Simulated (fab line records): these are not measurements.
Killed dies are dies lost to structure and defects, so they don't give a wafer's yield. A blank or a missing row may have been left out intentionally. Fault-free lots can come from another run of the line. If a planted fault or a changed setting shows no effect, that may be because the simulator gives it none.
Chamber matching    flow nandHarc    4 sister chambers for NHARC_A_CONTACT_ALD_18 on aldMetal-04
The step deposits TiN, target thk 3 nm, pulse time 1 s, ald cycles 150. 8 wafers are shown with their chamber, then 8 later ones without.

== WAFERS WITH THEIR CHAMBER ==
wafer   chamber  heaterPowerW (W)  precursorPulseHeightRel
L081.5  0        1161              0.995
L083.6  0        1170              0.995
L084.4  3        1273              1.010
L084.6  1        862               1.017
L086.1  3        1281              0.970
L086.2  1        880               1.009
L086.3  2        1096              1.002
L089.2  2        1098              1.022

== WAFERS WITHOUT THEIR CHAMBER ==
wafer   heaterPowerW (W)  precursorPulseHeightRel
L089.3  886               1.015
L089.5  1237              0.982
L090.1  1140              1.012
L090.4  1087              0.975
L090.5  860               0.968
L096.1  1150              0.980
L096.5  1273              1.010
L096.6  1087              1.002

== CHAMBER TAKEN BY EACH ==
wafer   from the rows above  in truth
L089.3  1                    1
L089.5  3                    3
L090.1  0                    0
L090.4  2                    2
L090.5  1                    1
L096.1  0                    0
L096.5  3                    3
L096.6  2                    2
Correctly placed: 8 of 8. Not placeable from these rows: 0. Wrongly placed: 0.
How it was worked out, from the rows above alone: a wafer's distance from a chamber is the root of the sum, over the readings, of the square of ((its reading less the chamber's mean) divided by the reading's scatter). If the next closest chamber is less than 2 further off than the closest, the wafer can't be placed; otherwise it belongs to the closest. Each chamber's mean is taken over the wafers shown for it. The scatter: the root of (the sum of the squares of (reading less its chamber's mean) over the shown wafers, divided by (wafers less chambers)).
